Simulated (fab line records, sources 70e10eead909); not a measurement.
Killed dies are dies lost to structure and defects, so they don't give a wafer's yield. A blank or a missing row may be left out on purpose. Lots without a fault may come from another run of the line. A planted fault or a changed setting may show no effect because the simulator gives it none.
fab line records | flow nand_harc
record lots=24 wafers=72 last_day=34
route steps=1302 shown P_GATE@207 P_CONTACT@219 P_M0@265
lots that met no fault: from a run of the same line without faults
start_h: hours from the record's first day to the start of the lot's first wafer shown | wait_h: hours since the lot's step before | " the same as in the row above | L1.1+2: a row that stands for several wafers | - no value, or no start given | * or withheld: withheld | < > ~ a bound
route shown NAME@n: a module of which the file shows steps, and the number in the route of the first | usual: mean/standard deviation of fault-free wafers | same: alike in all rows | chamber/n: place in a boat | sites: the reading at each site | _std_site: their standard deviation | _edge_site: outer sites' mean less inner sites' | radius_mm: how far each site lies from the wafer's centre | mask NAME#n: copy n | behind: the tool/chamber that last shaped the wafer | hold: why the lot was held/for how many hours/how that ended | device: the transistor (n, p or np) that didn't switch | end of line: the same wafers' tests at the end of the route | a step without rows: its recipe alone | killed: dies lost to structure and defects at the first sort, not the wafer's yield | map: a wafer's dies, x killed, . not, _ none there
set.NAME: the setting as run; set.NAME@STEP: as run at that earlier step | model.NAME: the simulator's own value behind a step, which no gauge read
steps of the route over a sample of lots; a table a step, a row a wafer
services: from which hour (start_h, from the record's first day; less than 0 if before it) a tool's chamber was out of use, for how many hours, and why
## steps
# step NHARC_P_GATE_RTA_64
# recipe temp_c=1050 time_s=1
# usual anneal_temp_c_max=1054.5/1.1 lamp_power_pct=34.30/0.1 lamp_zone_1_pct=34.30/0.1 wafer_temp_C_max=1056.4/1.1
# same time_s=1
# columns lot.wafer tool chamber start_h wait_h anneal_temp_c_max lamp_power_pct lamp_zone_1_pct wafer_temp_C_max
L075.1 rtp_anneal-01 0 129.77 - 1054.8 34.32 34.36 1056.8
L075.2 " 0 " " 1055.0 34.35 34.39 1058.4
L075.4 " 0 " " 1054.9 34.40 34.47 1057.0
L074.1 rtp_anneal-02 0 131.07 - 1053.7 34.17 34.21 1053.6
L074.3 " 0 " " 1053.9 34.20 34.30 1056.2
L074.4 " 0 " " 1055.3 34.19 34.19 1055.7
L077.1 rtp_anneal-01 0 146.41 - 1056.0 34.40 34.33 1056.2
L077.3 " 0 " " 1054.8 34.30 34.42 1055.8
L077.4 " 0 " " 1054.8 34.40 34.46 1058.0
L076.1 rtp_anneal-02 0 146.75 - 1053.1 34.16 34.13 1055.0
L076.2 " 0 " " 1054.9 34.13 34.22 1055.9
L076.6 " 0 " " 1053.6 34.22 34.19 1055.1
L078.2 rtp_anneal-02 0 160.12 - 1052.8 34.24 34.22 1056.4
L078.3 " 0 " " 1055.2 34.19 34.21 1055.4
L078.5 " 0 " " 1053.1 34.21 34.20 1057.2
L079.3 rtp_anneal-02 0 174.80 - 1053.0 34.19 34.18 1054.8
L079.4 " 0 " " 1054.7 34.25 34.20 1056.7
L079.6 " 0 " " 1053.2 34.16 34.19 1057.9
L080.4 rtp_anneal-02 0 176.20 - 1053.2 34.20 34.13 1055.8
L080.5 " 0 " " 1054.5 34.17 34.14 1056.8
L080.6 " 0 " " 1052.4 34.15 34.19 1055.3
L081.1 rtp_anneal-01 0 182.66 - 1054.9 34.37 34.37 1056.6
L081.2 " 0 " " 1053.8 34.35 34.32 1058.5
L081.5 " 0 " " 1054.0 34.36 34.42 1056.0
L082.2 rtp_anneal-02 0 196.05 - 1053.3 34.21 34.26 1055.2
L082.3 " 0 " " 1052.9 34.22 34.19 1054.5
L082.5 " 0 " " 1053.8 34.12 34.17 1057.3
L083.1 rtp_anneal-01 0 200.80 - 1054.9 34.38 34.35 1055.7
L083.3 " 0 " " 1054.5 34.32 34.35 1056.3
L083.5 " 0 " " 1054.8 34.33 34.31 1058.5
L084.2 rtp_anneal-01 0 219.71 - 1054.4 34.36 34.44 1058.7
L084.3 " 0 " " 1055.5 34.35 34.39 1057.3
L084.6 " 0 " " 1055.9 34.38 34.33 1055.8
L085.2 rtp_anneal-01 0 225.25 - 1054.6 34.40 34.38 1058.0
L085.3 " 0 " " 1054.4 34.42 34.41 1056.9
L085.6 " 0 " " 1054.6 34.46 34.39 1055.5
L086.1 rtp_anneal-01 0 233.32 - 1055.3 34.33 34.44 1056.1
L086.5 " 0 " " 1056.5 34.37 34.37 1055.5
L086.6 " 0 " " 1055.6 34.40 34.39 1056.2
L087.1 rtp_anneal-01 0 242.42 - 1054.1 34.36 34.39 1057.3
L087.2 " 0 " " 1054.5 34.38 34.40 1058.0
L087.5 " 0 " " 1055.1 34.41 34.38 1058.5
L088.1 rtp_anneal-02 0 259.49 - 1052.1 34.18 34.18 1056.5
L088.2 " 0 " " 1053.1 34.21 34.19 1055.1
L088.4 " 0 " " 1053.1 34.18 34.15 1054.6
L089.3 rtp_anneal-02 0 265.44 - 1054.0 34.18 34.16 1054.9
L089.4 " 0 " " 1053.2 34.20 34.21 1055.9
L089.5 " 0 " " 1052.9 34.21 34.22 1055.8
L090.2 rtp_anneal-01 0 281.82 - 1054.3 34.38 34.39 1058.5
L090.3 " 0 " " 1055.5 34.39 34.35 1056.6
L090.5 " 0 " " 1054.8 34.37 34.41 1058.7
L091.3 rtp_anneal-01 0 290.07 - 1055.2 34.38 34.35 1057.5
L091.5 " 0 " " 1056.3 34.42 34.34 1055.3
L091.6 " 0 " " 1054.0 34.37 34.31 1056.2
L092.2 rtp_anneal-01 0 296.16 - 1055.6 34.43 34.40 1057.7
L092.4 " 0 " " 1054.8 34.37 34.41 1058.6
L092.5 " 0 " " 1055.3 34.38 34.34 1058.9
L093.2 rtp_anneal-01 0 304.49 - 1056.1 34.44 34.40 1054.3
L093.4 " 0 " " 1056.7 34.38 34.36 1057.2
L093.6 " 0 " " 1054.2 34.43 34.39 1056.4
L094.3 rtp_anneal-01 0 310.50 - 1055.0 34.39 34.37 1056.9
L094.4 " 0 " " 1054.5 34.41 34.28 1056.1
L094.5 " 0 " " 1054.6 34.40 34.37 1056.6
L095.1 rtp_anneal-02 0 322.16 - 1055.0 34.20 34.23 1055.0
L095.2 " 0 " " 1054.1 34.24 34.17 1055.6
L095.5 " 0 " " 1053.2 34.18 34.12 1055.9
L096.1 rtp_anneal-01 0 335.51 - 1055.6 34.39 34.38 1057.0
L096.3 " 0 " " 1054.9 34.43 34.38 1054.0
L096.5 " 0 " " 1055.9 34.41 34.38 1056.3
L097.2 rtp_anneal-02 0 350.78 - 1054.1 34.15 34.13 1055.4
L097.3 " 0 " " 1052.7 34.09 34.16 1056.4
L097.6 " 0 " " 1053.3 34.20 34.21 1057.2
# step NHARC_P_CONTACT_CMP_01
# recipe target_thk_nm=200 material=SiO2
# usual motor_current_A=11.9/1.1 slurry_filter_dp_kPa=13.50/0.15
# columns lot.wafer tool chamber start_h wait_h motor_current_A slurry_filter_dp_kPa
L075.4 cmp-03 2 131.84 - 10.0 13.39
L075.1 " 3 " " 11.0 13.46
L075.2 " 0 " " 12.6 13.53
L074.1 cmp-01 3 133.10 - 13.3 13.41
L074.4 " 1 " " 12.9 13.52
L074.3 " 2 " " 13.8 13.53
L077.4 cmp-01 0 148.53 - 11.5 13.58
L077.1 " 1 " " 12.1 13.68
L077.3 " 3 " " 13.1 13.41
L076.1 cmp-03 0 149.05 - 13.6 13.35
L076.2 " 2 " " 10.0 13.46
L076.6 " 3 " " 11.5 13.91
L078.2 cmp-01 3 162.18 - 12.6 13.45
L078.3 " 0 " " 11.5 13.49
L078.5 " 1 " " 12.9 13.62
L079.3 cmp-01 2 176.79 - 13.8 13.52
L079.4 " 0 " " 11.4 13.28
L079.6 " 1 " " 12.4 13.60
L080.4 cmp-04 3 178.14 - 11.3 13.64
L080.6 " 3 " " 11.4 13.36
L080.5 " 0 " " 11.9 13.65
L081.2 cmp-04 0 184.73 - 12.1 13.46
L081.1 " 2 " " 11.8 13.67
L081.5 " 0 " " 11.6 13.54
L082.2 cmp-04 2 198.18 - 11.6 13.57
L082.3 " 0 " " 11.3 13.69
L082.5 " 2 " " 12.0 13.73
L083.3 cmp-04 2 202.88 - 12.1 13.70
L083.1 " 3 " " 11.5 13.71
L083.5 " 0 " " 11.8 13.47
L084.2 cmp-03 0 221.77 - 11.6 13.33
L084.3 " 1 " " 12.8 13.58
L084.6 " 3 " " 10.6 13.26
L085.2 cmp-01 1 227.31 - 12.6 13.52
L085.3 " 3 " " 12.9 13.60
L085.6 " 1 " " 12.3 13.38
L086.1 cmp-01 1 235.41 - 12.8 13.43
L086.6 " 3 " " 12.9 13.64
L086.5 " 0 " " 11.8 13.37
L087.2 cmp-04 1 244.69 - 10.7 13.41
L087.1 " 2 " " 11.2 13.55
L087.5 " 1 " " 11.8 13.37
L088.4 cmp-01 2 261.53 - 13.3 13.52
L088.1 " 0 " " 11.2 13.27
L088.2 " 1 " " 13.1 13.69
L089.3 cmp-03 3 267.42 - 11.1 13.43
L089.4 " 0 " " 12.7 13.59
L089.5 " 3 " " 10.6 13.58
L090.2 cmp-03 2 283.84 - 10.1 13.67
L090.3 " 0 " " 12.8 13.54
L090.5 " 2 " " 10.3 13.61
L091.3 cmp-04 1 292.12 - 10.7 13.51
L091.6 " 1 " " 10.9 13.61
L091.5 " 2 " " 12.2 13.42
L092.4 cmp-01 2 298.17 - 13.4 13.72
L092.2 " 0 " " 11.2 13.36
L092.5 " 2 " " 13.9 13.16
L093.4 cmp-03 1 306.82 - 11.8 13.34
L093.2 " 3 " " 10.7 13.34
L093.6 " 1 " " 12.7 13.49
L094.4 cmp-01 0 312.53 - 12.0 13.65
L094.3 " 1 " " 12.2 13.36
L094.5 " 3 " " 12.7 13.47
L095.2 cmp-03 2 324.22 - 9.7 13.44
L095.1 " 3 " " 11.2 13.38
L095.5 " 1 " " 12.2 13.58
L096.1 cmp-03 0 337.55 - 12.0 13.24
L096.3 " 3 " " 10.4 13.51
L096.5 " 0 " " 12.8 13.35
L097.3 cmp-04 1 352.90 - 10.8 13.51
L097.2 " 2 " " 11.8 13.47
L097.6 " 2 " " 11.6 13.48
# step NHARC_P_CONTACT_ALD_22
# recipe target_thk_a=30 pulse_time_s=1 ald_cycles=150 temp_c=450 material=TiN
# usual heater_power_outer_w=721/90 heater_power_w=1116/87 precursor_pulse_height_rel=1.000/0.02
# columns lot.wafer tool chamber start_h wait_h heater_power_outer_w heater_power_w precursor_pulse_height_rel since_wet_clean_h
L075.1 ald_metal-01 3 134.65 - 726 1211 1.021 133
L075.4 " 0 " " 606 973 1.022 133
L075.2 " 2 " " 757 1100 0.973 133
L074.3 ald_metal-03 3 135.84 - 666 1130 1.006 92
L074.4 " 0 " " 664 973 0.965 92
L074.1 " 1 " " 679 1070 1.007 92
L077.4 ald_metal-01 1 151.37 - 954 1258 1.015 149
L077.3 " 2 " " 752 1097 0.990 149
L077.1 " 0 " " 609 1003 1.012 149
L076.2 ald_metal-03 1 152.52 - 660 1080 1.003 109
L076.1 " 3 " " 666 1091 1.003 109
L076.6 " 1 " " 665 1102 0.994 -
L078.3 ald_metal-02 3 165.02 - 652 1053 1.029 79
L078.2 " 0 " " 644 1025 1.028 79
L078.5 " 0 " " 627 1033 0.998 -
L079.3 ald_metal-03 1 179.55 - 682 1109 0.971 136
L079.4 " 2 " " 840 1229 1.005 136
L079.6 " 3 " " 662 1088 1.015 -
L080.4 ald_metal-02 3 180.98 - 651 1047 1.011 95
L080.6 " 3 " " 652 1026 1.031 -
L080.5 " 0 " " 638 1044 1.014 -
L081.1 ald_metal-01 3 187.55 - 731 1207 0.975 8
L081.2 " 1 " " 896 1248 1.008 8
L081.5 " 3 " " 719 1177 1.007 -
L082.2 ald_metal-02 0 201.04 - 641 1058 1.007 115
L082.3 " 2 " " 684 1107 0.994 115
L082.5 " 0 " " 623 1042 0.995 -
L083.3 ald_metal-01 1 205.56 - 892 1250 1.027 26
L083.1 " 2 " " 758 1106 1.006 26
L083.5 " 1 " " 880 1267 0.944 -
L084.2 ald_metal-01 1 224.47 - 895 1189 1.002 45
L084.3 " 0 " " 640 1049 0.970 45
L084.6 " 0 " " 632 1027 0.979 -
L085.3 ald_metal-01 1 230.17 - 918 1249 0.983 50
L085.2 " 0 " " 634 1063 0.994 50
L085.6 " 0 " " 636 1044 1.000 -
L086.1 ald_metal-01 0 238.13 - 646 1037 0.977 58
L086.5 " 3 " " 720 1204 0.994 -
L086.6 " 0 " " 647 1035 0.997 -
L087.2 ald_metal-02 0 247.54 - 636 1050 0.971 162
L087.1 " 1 " " 649 1025 0.999 162
L087.5 " 3 " " 657 1032 0.969 -
L088.2 ald_metal-01 1 264.37 - 869 1267 1.007 84
L088.1 " 2 " " 754 1083 1.006 84
L088.4 " 0 " " 627 1052 0.992 84
L089.3 ald_metal-01 3 270.31 - 743 1242 0.998 90
L089.4 " 1 " " 891 1246 1.012 90
L089.5 " 2 " " 773 1125 1.008 -
L090.2 ald_metal-01 0 287.07 - 635 1040 1.003 107
L090.3 " 2 " " 788 1147 0.994 107
L090.5 " 0 " " 635 1055 1.010 -
L091.3 ald_metal-03 1 295.02 - 683 1144 1.006 73
L091.6 " 0 " " 661 978 1.001 -
L091.5 " 1 " " 693 1126 1.019 -
L092.4 ald_metal-03 2 301.02 - 844 1220 1.030 79
L092.2 " 3 " " 672 1115 0.995 79
L092.5 " 1 " " 665 1128 1.027 -
L093.2 ald_metal-01 1 309.81 - 904 1259 1.010 130
L093.4 " 1 " " 894 1275 0.963 -
L093.6 " 2 " " 769 1115 0.995 -
L094.3 ald_metal-02 3 315.51 - 666 1082 0.997 52
L094.4 " 2 " " 702 1127 0.937 52
L094.5 " 3 " " 683 1078 1.020 -
L095.1 ald_metal-01 1 327.02 - 939 1249 0.973 147
L095.2 " 0 " " 614 1089 1.000 147
L095.5 " 3 " " 739 1238 0.968 -
L096.3 ald_metal-02 3 340.40 - 696 1083 1.044 76
L096.1 " 2 " " 722 1132 0.979 76
L096.5 " 2 " " 734 1145 0.996 -
L097.3 ald_metal-02 1 355.78 - 664 995 0.981 92
L097.2 " 3 " " 689 1063 0.989 92
L097.6 " 1 " " 663 990 1.025 -
# step NHARC_P_CONTACT_INSPECT_27
# usual raw_defect_count=330/150
# columns lot.wafer tool chamber start_h wait_h raw_defect_count
L075.1 defect_inspect-02 - 135.89 0.1 343
L075.2 " - " " 339
L075.4 " - " " 276
L074.1 defect_inspect-02 - 137.07 0.1 276
L074.3 " - " " 243
L074.4 " - " " 262
L077.1 defect_inspect-02 - 152.65 0.1 235
L077.3 " - " " 235
L077.4 " - " " 203
L076.1 defect_inspect-01 - 153.78 0.1 384
L076.2 " - " " 168
L076.6 " - " " 344
L078.2 defect_inspect-02 - 166.28 0.1 417
L078.3 " - " " 442
L078.5 " - " " 344
L079.3 defect_inspect-02 - 180.75 0.1 227
L079.4 " - " " 219
L079.6 " - " " 322
L080.4 defect_inspect-02 - 182.24 0.1 340
L080.5 " - " " 346
L080.6 " - " " 279
L081.1 defect_inspect-02 - 188.79 0.1 407
L081.2 " - " " 229
L081.5 " - " " 212
L082.2 defect_inspect-01 - 202.29 0.1 310
L082.3 " - " " 526
L082.5 " - " " 638
L083.1 defect_inspect-01 - 206.81 0.1 632
L083.3 " - " " 722
L083.5 " - " " 393
L084.2 defect_inspect-01 - 225.76 0.1 358
L084.3 " - " " 671
L084.6 " - " " 371
L085.2 defect_inspect-02 - 231.48 0.1 720
L085.3 " - " " 476
L085.6 " - " " 558
L086.1 defect_inspect-02 - 239.36 0.1 215
L086.5 " - " " 335
L086.6 " - " " 242
L087.1 defect_inspect-02 - 248.77 0.1 262
L087.2 " - " " 215
L087.5 " - " " 409
L088.1 defect_inspect-02 - 265.62 0.1 232
L088.2 " - " " 276
L088.4 " - " " 423
L089.3 defect_inspect-02 - 271.81 0.1 255
L089.4 " - " " 491
L089.5 " - " " 451
L090.2 defect_inspect-02 - 288.34 0.1 263
L090.3 " - " " 238
L090.5 " - " " 277
L091.3 defect_inspect-02 - 296.25 0.1 137
L091.5 " - " " 167
L091.6 " - " " 289
L092.2 defect_inspect-02 - 302.26 0.1 219
L092.4 " - " " 258
L092.5 " - " " 418
L093.2 defect_inspect-02 - 311.11 0.1 288
L093.4 " - " " 218
L093.6 " - " " 274
L094.3 defect_inspect-02 - 316.77 0.1 105
L094.4 " - " " 229
L094.5 " - " " 266
L095.1 defect_inspect-02 - 328.32 0.1 475
L095.2 " - " " 366
L095.5 " - " " 386
L096.1 defect_inspect-01 - 342.28 0.1 253
L096.3 " - " " 251
L096.5 " - " " 288
L097.2 defect_inspect-02 - 357.02 0.1 219
L097.3 " - " " 197
L097.6 " - " " 232
# step NHARC_P_M0_INSPECT_11
# usual raw_defect_count=4.4/2.7
# columns lot.wafer tool chamber start_h wait_h raw_defect_count
L075.1 defect_inspect-01 - 136.92 0.0 9
L075.2 " - " " 2
L075.4 " - " " 5
L074.1 defect_inspect-02 - 138.09 0.0 2
L074.3 " - " " 4
L074.4 " - " " 4
L077.1 defect_inspect-01 - 154.80 0.0 2
L077.3 " - " " 5
L077.4 " - " " 4
L076.1 defect_inspect-02 - 154.83 0.0 4
L076.2 " - " " 1
L076.6 " - " " 2
L078.2 defect_inspect-01 - 167.55 0.0 6
L078.3 " - " " 7
L078.5 " - " " 9
L079.3 defect_inspect-02 - 181.78 0.0 3
L079.4 " - " " 2
L079.6 " - " " 4
L080.4 defect_inspect-01 - 183.27 0.0 12
L080.5 " - " " 3
L080.6 " - " " 8
L081.1 defect_inspect-02 - 189.69 0.0 3
L081.2 " - " " 4
L081.5 " - " " 2
L082.2 defect_inspect-02 - 203.32 0.0 4
L082.3 " - " " 4
L082.5 " - " " 6
L083.1 defect_inspect-02 - 207.85 0.0 5
L083.3 " - " " 6
L083.5 " - " " 5
L084.2 defect_inspect-01 - 226.66 0.0 2
L084.3 " - " " 3
L084.6 " - " " 0
L085.2 defect_inspect-02 - 232.44 0.0 3
L085.3 " - " " 3
L085.6 " - " " 4
L086.1 defect_inspect-01 - 240.39 0.0 4
L086.5 " - " " 4
L086.6 " - " " 4
L087.1 defect_inspect-01 - 249.80 0.0 6
L087.2 " - " " 4
L087.5 " - " " 3
L088.1 defect_inspect-02 - 266.64 0.0 3
L088.2 " - " " 4
L088.4 " - " " 6
L089.3 defect_inspect-02 - 272.72 0.0 1
L089.4 " - " " 2
L089.5 " - " " 3
L090.2 defect_inspect-02 - 289.24 0.0 12
L090.3 " - " " 11
L090.5 " - " " 6
L091.3 defect_inspect-01 - 297.27 0.0 1
L091.5 " - " " 6
L091.6 " - " " 2
L092.2 defect_inspect-02 - 303.29 0.0 4
L092.4 " - " " 3
L092.5 " - " " 2
L093.2 defect_inspect-01 - 312.14 0.0 9
L093.4 " - " " 10
L093.6 " - " " 12
L094.3 defect_inspect-02 - 317.67 0.0 2
L094.4 " - " " 3
L094.5 " - " " 6
L095.1 defect_inspect-02 - 329.34 0.0 2
L095.2 " - " " 1
L095.5 " - " " 0
L096.1 defect_inspect-01 - 343.30 0.0 5
L096.3 " - " " 1
L096.5 " - " " 7
L097.2 defect_inspect-01 - 358.05 0.0 2
L097.3 " - " " 1
L097.6 " - " " 6
# step NHARC_P_M0_STRIP_18
# recipe power_w=1000 n2_flow_sccm=150 h2_flow_sccm=150 ar_flow_sccm=0 bias_w=0 chemistry=N2/H2
# usual drypump_motor_current_A=5.8/0.53 oes_product_au=1.002/0.0068 rf_vpp_V=90.4/0.92 showerhead_plenum_p_Torr=2.00/0.092 throttle_valve_pct=14.172/0.011
# columns lot.wafer tool chamber start_h wait_h drypump_motor_current_A oes_product_au rf_hours_counter_h rf_vpp_V showerhead_plenum_p_Torr throttle_valve_pct
L075.2 rie_diel-02 2 137.36 0.1 6.3 1.008 16 90.6 1.93 14.193
L075.1 " 0 " " 4.8 1.007 18 90.7 1.98 14.163
L075.4 " 1 " " 5.8 1.013 15 92.0 2.14 14.192
L074.4 rie_diel-02 0 138.61 0.1 4.8 1.004 18 89.6 1.98 14.176
L074.3 " 1 " " 5.8 1.005 15 91.2 2.14 14.188
L074.1 " 3 " " 5.8 1.001 10 89.9 2.03 14.156
L077.3 rie_diel-06 3 155.28 0.1 5.5 1.000 4 89.4 1.93 14.178
L077.4 " 0 " " 5.8 0.998 6 89.5 1.99 14.162
L077.1 " 1 " " 6.5 1.000 6 91.3 2.00 14.197
L076.2 rie_diel-06 2 155.43 0.2 5.8 1.002 4 90.6 2.11 14.177
L076.1 " 0 " " 5.8 0.985 6 91.6 1.99 14.183
L076.6 " 1 " " 6.5 0.997 - 90.1 2.00 14.181
L078.3 rie_diel-02 1 167.99 0.1 5.8 1.003 20 91.2 2.14 14.160
L078.2 " 2 " " 6.4 1.011 21 90.7 1.93 14.170
L078.5 " 2 " " 6.3 1.006 - 90.7 1.93 14.165
L079.4 rie_diel-05 3 182.31 0.1 6.4 0.997 45 89.3 1.92 14.162
L079.3 " 0 " " 5.4 1.007 47 90.9 1.91 14.197
L079.6 " 1 " " 5.0 1.001 - 89.8 1.89 14.170
L080.4 rie_diel-02 3 183.80 0.2 5.8 1.000 - 91.3 2.03 14.156
L080.6 " 0 " " 4.8 1.002 - 91.6 1.98 14.178
L080.5 " 1 " " 5.8 0.991 - 91.4 2.14 14.187
L081.1 rie_diel-06 2 190.19 0.1 5.8 0.995 15 89.9 2.11 14.171
L081.2 " 3 " " 5.6 0.996 16 88.8 1.93 14.169
L081.5 " 0 " " 5.8 0.983 - 90.7 1.99 14.170
L082.3 rie_diel-06 3 203.75 0.1 5.5 1.007 19 90.7 1.93 14.181
L082.2 " 1 " " 6.5 0.996 21 88.9 1.99 14.170
L082.5 " 0 " " 5.8 1.003 - 90.4 1.99 14.165
L083.1 rie_diel-02 1 208.32 0.1 5.8 1.010 26 89.8 2.14 14.163
L083.3 " 0 " " 4.8 1.007 30 89.8 1.98 14.172
L083.5 " 0 " " 4.8 1.004 - 90.4 1.98 14.177
L084.2 rie_diel-05 3 227.09 0.1 6.4 1.002 60 91.0 1.92 14.173
L084.3 " 2 " " 6.3 0.999 62 88.4 1.91 14.171
L084.6 " 0 " " 5.4 1.007 - 89.9 1.90 14.174
L085.3 rie_diel-02 2 232.90 0.1 6.3 0.999 1 90.0 1.93 14.168
L085.2 " 3 " " 5.8 1.007 1 91.2 2.03 14.175
L085.6 " 2 " " 6.3 0.994 - 87.9 1.93 14.171
L086.1 rie_diel-02 3 240.82 0.1 5.8 0.997 2 91.6 2.03 14.170
L086.5 " 3 " " 5.8 1.000 - 90.0 2.03 14.169
L086.6 " 0 " " 4.8 1.005 - 89.4 1.98 14.160
L087.2 rie_diel-05 0 250.54 0.2 5.4 1.006 5 90.3 1.90 14.169
L087.1 " 2 " " 6.4 0.978 5 91.1 1.91 14.179
L087.5 " 0 " " 5.4 1.012 - 89.2 1.90 14.167
L088.2 rie_diel-06 2 267.60 0.1 5.8 0.994 38 92.0 2.10 14.171
L088.4 " 3 " " 5.6 1.007 38 90.5 1.92 14.167
L088.1 " 0 " " 5.8 1.002 35 91.1 1.98 14.152
L089.4 rie_diel-05 2 273.15 0.1 6.4 1.005 11 89.5 1.91 14.167
L089.3 " 3 " " 6.4 1.008 16 90.8 1.91 14.178
L089.5 " 3 " " 6.4 1.011 - 90.8 1.91 14.175
L090.2 rie_diel-02 2 289.68 0.1 6.3 1.006 11 89.0 1.92 14.174
L090.3 " 1 " " 5.8 1.003 11 90.8 2.13 14.189
L090.5 " 3 " " 5.9 0.999 - 90.0 2.02 14.173
L091.3 rie_diel-05 2 297.79 0.1 6.4 1.004 18 89.8 1.90 14.146
L091.5 " 3 " " 6.4 1.003 - 91.0 1.91 14.183
L091.6 " 0 " " 5.4 1.011 - 90.2 1.89 14.162
L092.4 rie_diel-05 0 303.82 0.1 5.4 1.017 25 90.9 1.89 14.163
L092.2 " 1 " " 4.9 1.002 25 92.6 2.21 14.172
L092.5 " 2 " " 6.3 1.000 - 89.6 1.90 14.173
L093.2 rie_diel-05 0 312.59 0.1 5.4 1.021 27 89.4 1.89 14.154
L093.4 " 1 " " 4.9 1.004 25 91.7 2.21 14.188
L093.6 " 0 " " 5.4 1.017 - 90.5 1.89 14.164
L094.3 rie_diel-06 2 318.24 0.1 5.8 1.006 0 91.6 2.10 14.157
L094.4 " 0 " " 5.8 1.003 0 90.0 1.98 14.166
L094.5 " 2 " " 5.8 1.002 - 91.5 2.10 14.174
L095.1 rie_diel-06 1 329.77 0.1 6.5 0.993 6 89.9 1.98 14.189
L095.2 " 3 " " 5.5 1.001 3 90.6 1.91 14.165
L095.5 " 2 " " 5.8 1.003 - 91.9 2.09 14.163
L096.1 rie_diel-02 1 343.74 0.1 5.8 1.004 24 91.5 2.13 14.185
L096.3 " 3 " " 5.8 1.005 26 90.0 2.02 14.164
L096.5 " 2 " " 6.3 0.996 - 89.7 1.92 14.165
L097.2 rie_diel-02 2 358.49 0.1 6.4 1.008 26 90.4 1.92 14.159
L097.3 " 1 " " 5.8 1.008 27 92.7 2.13 14.161
L097.6 " 3 " " 5.9 1.009 - 89.5 2.02 14.176
## services
# columns tool chamber start_h hours kind
cmp-01 - 116.24 3.4 repair
ald_metal-01 - 120.92 0.5 repair
cmp-01 - 134.93 1.0 repair
ald_metal-01 - 170.00 10.0 pm
rie_diel-02 2 170.19 17.8 repair
cmp-01 - 185.50 4.0 pm
cmp-01 - 199.50 0.4 repair
rie_diel-02 2 207.88 16.2 repair
cmp-01 - 208.58 2.7 repair
ald_metal-01 - 209.42 2.9 repair
rie_diel-02 - 217.17 9.0 pm
ald_metal-01 3 223.69 12.6 repair
rie_diel-02 0 244.00 3.0 repair
rie_diel-02 - 253.17 1.6 repair
ald_metal-01 0 257.50 6.8 repair
ald_metal-01 - 268.11 0.4 repair
cmp-01 - 278.75 1.0 repair
cmp-01 - 283.50 4.0 pm
ald_metal-01 1 286.19 3.5 repair
ald_metal-01 - 300.04 1.0 repair
rie_diel-02 3 301.21 6.2 repair
ald_metal-01 2 326.77 25.1 repair
ald_metal-01 - 348.00 10.0 pm
cmp-01 - 350.85 1.3 repair
## key
fault none
